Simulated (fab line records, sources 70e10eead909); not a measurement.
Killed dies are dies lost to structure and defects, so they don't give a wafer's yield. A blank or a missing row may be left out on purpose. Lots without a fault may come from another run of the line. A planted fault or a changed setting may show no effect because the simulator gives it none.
Which tool did it? | flow nand_harc | 6 lots, 18 wafers sampled, at 5 steps of a route of 1302

WHAT THE GAUGES READ, wafer by wafer
NHARC_A_ZERO_WELL_INSPECT_17.
lot  | measured     | on                | raw_defect_count
L219 | day 7 19:45  | defect_inspect-02 | 10 11 24
L220 | day 8 06:14  | defect_inspect-02 | 30 17 15
L222 | day 9 03:17  | defect_inspect-01 | 5 26 10
L227 | day 10 21:13 | defect_inspect-02 | 3 6 7
L230 | day 12 03:11 | defect_inspect-01 | 483 507 478 481 496 476
L239 | day 16 00:50 | defect_inspect-02 | 16 9 13

WHICH TOOL RAN EACH LOT (tool, then ch and the chambers of the sampled wafers, then the start)
lot  | NHARC_P_BONDPAD_DEGAS_25     | NHARC_P_BONDPAD_PRE_CLEAN_26            | NHARC_A_ZERO_WELL_ETCH_13        | NHARC_A_ZERO_WELL_PRECLEAN_22
L219 | pvd_sputter-01, day 7 15:22  | pvd_sputter-01, day 7 18:38 or earlier  | rie_si-04 ch 1,2, day 7 18:38    | wet_bench-04 ch 2,4,6, day 7 19:26
L220 | pvd_sputter-02, day 8 01:50  | pvd_sputter-02, day 8 05:09 or earlier  | rie_si-05 ch 0,1, day 8 05:09    | wet_bench-06 ch 2,4,5, day 8 05:54
L222 | pvd_sputter-03, day 8 22:41  | pvd_sputter-03, day 9 02:09 or earlier  | rie_si-03 ch 0,1,2, day 9 02:09  | wet_bench-04 ch 4,5,6, day 9 02:56
L227 | pvd_sputter-03, day 10 16:50 | pvd_sputter-03, day 10 20:06 or earlier | rie_si-03 ch 0,3, day 10 20:06   | wet_bench-06 ch 0,1,6, day 10 20:53
L230 | pvd_sputter-02, day 11 22:30 | pvd_sputter-02, day 12 02:05 or earlier | rie_si-04 ch 0,1,3, day 12 02:05 | wet_bench-06 ch 2,3,4, day 12 02:52
L239 | pvd_sputter-01, day 15 20:28 | pvd_sputter-01, day 15 23:45 or earlier | rie_si-04 ch 2,3, day 15 23:45   | wet_bench-04 ch 2,6,7, day 16 00:31
- NHARC_P_BONDPAD_DEGAS_25: time 60 s.
- NHARC_P_BONDPAD_PRE_CLEAN_26: time 30 s.
- NHARC_A_ZERO_WELL_ETCH_13: etches the open film in HBr/Cl2, target depth 120 nm, time 40.1 s.
- NHARC_A_ZERO_WELL_PRECLEAN_22: cleans in SC1, time 60 s.

THE ANSWER, worked out from the rows above alone
Rule: what is usual is taken from the lots themselves. Put in order of their means at a reading, lots are off if they are a third of the lots or fewer, leave a main group of 4 or more, and stand apart from it by a gap of 3 or more times the standard deviation of the main group's means; of several such gaps the widest counts. A main group whose means are all the same, to the digits that the tables above print for the reading, isn't used. A lot without any number at a reading at which 4 lots or more have one is off too. The other lots that the step has rows for count as sound.
Off: L230, at NHARC_A_ZERO_WELL_INSPECT_17 (raw_defect_count). The main group: mean 13, standard deviation 4.9.
A tool fits if, at a process step before that reading, it ran every lot that is off, and no sound lot after the first of them. The gauges at NHARC_A_ZERO_WELL_INSPECT_17 are tried like those tools. NHARC_P_BONDPAD_PRE_CLEAN_26 gives no start for some lots, so the hours and the order of its lots are those of NHARC_A_ZERO_WELL_ETCH_13. Can't be told from this: 3 tools fit, pvd_sputter-02 at NHARC_P_BONDPAD_DEGAS_25 and NHARC_P_BONDPAD_PRE_CLEAN_26, wet_bench-06 at NHARC_A_ZERO_WELL_PRECLEAN_22, defect_inspect-01 at NHARC_A_ZERO_WELL_INSPECT_17.

WHAT THE SIMULATOR HAD PUT IN
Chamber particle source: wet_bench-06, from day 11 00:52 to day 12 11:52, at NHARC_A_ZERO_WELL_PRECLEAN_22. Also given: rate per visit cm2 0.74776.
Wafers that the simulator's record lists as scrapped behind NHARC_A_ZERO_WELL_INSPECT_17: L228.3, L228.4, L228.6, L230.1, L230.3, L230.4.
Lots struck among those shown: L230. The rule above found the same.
